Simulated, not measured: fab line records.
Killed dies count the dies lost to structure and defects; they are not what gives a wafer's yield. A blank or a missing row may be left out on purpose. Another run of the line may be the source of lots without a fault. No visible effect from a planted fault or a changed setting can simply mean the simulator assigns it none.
Struck lot and sound lot, side by side / flow n5-finfet / 21 out of 1938 route steps
Sound: wafers L279.2, L279.3, L279.5. The struck wafers were L293.1, L293.2, L293.4. The cause comes at the end.
Each step with rows lists, per side, the tool, then ch with its chambers, then its first start. Under that, the readings that differ: sound wafers / struck wafers / difference of the means / sigmas: that difference in standard deviations of wafers without a fault.
alike: readings with means less than 2 such deviations apart, plus words and numbers identical on both sides. not compared: withheld readings, readings lacking a value on some wafer, bounds such as >300 that could conceal the same value, and numbers that have no deviation in the record and whose values overlap.
A row with sigmas, a row that says differs or no value, or rows on one side alone: a step with any of these is where the two part. Numbers that don't overlap but have no deviation are shown without sigmas and don't part them. Lack of a reading on every wafer of one side parts them only where that side has two or more wafers.

first, 7 steps without rows for these wafers: N5_BEOL_M5_COAT_71 (time 60 s, resist thk 5 nm); N5_BEOL_M5_COAT_05 (resist thk 30 nm); N5_BEOL_M5_EBR_07; N5_BEOL_M5_SOFTBAKE_06 (time 60 s); N5_BEOL_M5_EXPOSE_08 (exposes mask M5, target cd 28 nm); N5_BEOL_M5_PEB_09 (peb time 60 s); N5_BEOL_M5_DEVELOP_10 (develop time 30 s).
N5_BEOL_M5_CD_MEAS_11 targets a cd of 27.74 nm.
  sound on cd-sem-02 ch 0, day 8 03:09; struck on cd-sem-01 ch 0, day 12 06:59
  alike: cd-nm
N5_BEOL_M5_OVL_MEAS_12:
  sound on overlay-01 ch 0, day 8 03:11; struck on overlay-01 ch 0, day 12 07:01
  alike: M5_OVL
N5_BEOL_M5_INSPECT_13: inspects for defects (brightfield).
  sound on defect-inspect-01 at day 8 03:14; struck on defect-inspect-02 at day 12 07:04
  alike: raw-defect-count
N5_BEOL_M5_DESCUM_16: chemistry O2, time 7 s.
  sound on rie-diel-05 ch 0,2, day 8 03:17; struck on rie-diel-05 ch 0,1,2, day 12 07:29
  alike: bias-power-w, drypump-motor-current-A, oes-product-au, rf-vpp-V, showerhead-plenum-p-Torr, throttle-valve-pct
  not compared: rf-hours-counter-h
N5_BEOL_M5_ETCH_72: etches underlayer in N2/H2, target depth 6.5 nm, time 5.2 s.
  sound on rie-diel-05 ch 0,2, day 8 03:19; struck on rie-diel-05 ch 0,1,2, day 12 07:31
  alike: bias-w, chamber-pressure-mTorr, drypump-motor-current-A, etch-rf-on-time-s, oes-product-au, rf-vpp-V, showerhead-plenum-p-Torr, throttle-valve-pct
  not compared: rf-hours-counter-h
N5_BEOL_M5_ETCH_61: etches SiARC in CF4, target depth 15.6 nm, time 26 s.
  sound on rie-diel-05 ch 0,2, day 8 03:20; struck on rie-diel-05 ch 0,1,2, day 12 07:32
  no value came back on the struck wafers for any of 8 readings (bias-w (W), cf4-flow-sccm (sccm) and others); on the sound wafers bias-w (W) reads 35.83 35.89 35.89
  not compared: rf-hours-counter-h
N5_BEOL_M5_ETCH_62: etches SOC in N2/H2, target depth 75 nm, overetch 15 nm, time 112.5 s.
  sound on rie-diel-05 ch 0,2, day 8 03:22; struck on rie-diel-05 ch 0,1,2, day 12 07:34
reading=oes-product-au (a.u.); sound=0.58 0.76 0.59; struck=0.34 0.27 0.33; difference=-0.33; sigmas=-4
  alike: bias-w, chamber-pressure-mTorr, drypump-motor-current-A, rf-vpp-V, showerhead-plenum-p-Torr, throttle-valve-pct
  not compared: rf-hours-counter-h
then, 2 steps without rows for these wafers: N5_BEOL_M5_STRIP_63 (strips in N2/H2); N5_BEOL_M5_STRIP_73 (strips in N2/H2).
N5_BEOL_M5_STRIP_64: strips in CF4.
  sound on rie-diel-05 ch 0,2, day 8 03:29; struck on rie-diel-05 ch 0,1,2, day 12 07:41
  alike: bias-power-w, drypump-motor-current-A, oes-product-au, rf-vpp-V, showerhead-plenum-p-Torr, throttle-valve-pct
  not compared: rf-hours-counter-h
N5_BEOL_M5_HM_OPEN_17: chemistry Cl2/BCl3, target TiN, target depth 20 nm, overetch 6 nm.
  sound on rie-metal-03 ch 0,1, day 8 03:31; struck on rie-metal-03 ch 0,1, day 12 07:44
reading=oes-product-au (a.u.); sound=0.51 0.66 0.64; struck=0.35 0.27 0.34; difference=-0.28; sigmas=-3
reading=throttle-valve-pct (%); sound=22.31 21.76 21.75; struck=22.59 22.44 22.60; difference=+0.60; sigmas=+3
  alike: drypump-motor-current-A
  not compared: rf-hours-counter-h
N5_BEOL_M5_STRIP_19: strips in O2.
  sound on rie-diel-06 ch 2,3, day 8 03:47; struck on rie-diel-06 ch 0,1,2, day 12 07:50
reading=showerhead-plenum-p-Torr (Torr); sound=1.97 2.06 2.06; struck=2.23 2.18 2.23; difference=+0.18; sigmas=+2
  alike: drypump-motor-current-A, oes-product-au, rf-vpp-V, throttle-valve-pct
  not compared: rf-hours-counter-h
N5_BEOL_M5_CD_MEAS_18: pitch 56 nm, target cd 28 nm.
  sound on cd-sem-01 at day 8 03:51; struck on cd-sem-01 at day 12 07:55
reading=cd-nm (nm); sound=28.0 28.0 27.8; struck=- - -; difference=no value on the struck wafers; sigmas=
then, 1 step without rows for these wafers: N5_BEOL_M5_COAT_65 (time 60 s, resist thk 60 nm).

## WHERE THEY PART
Earliest at N5_BEOL_M5_ETCH_61; latest, in this record, at N5_BEOL_M5_CD_MEAS_18.

WHY: what the simulator had put in
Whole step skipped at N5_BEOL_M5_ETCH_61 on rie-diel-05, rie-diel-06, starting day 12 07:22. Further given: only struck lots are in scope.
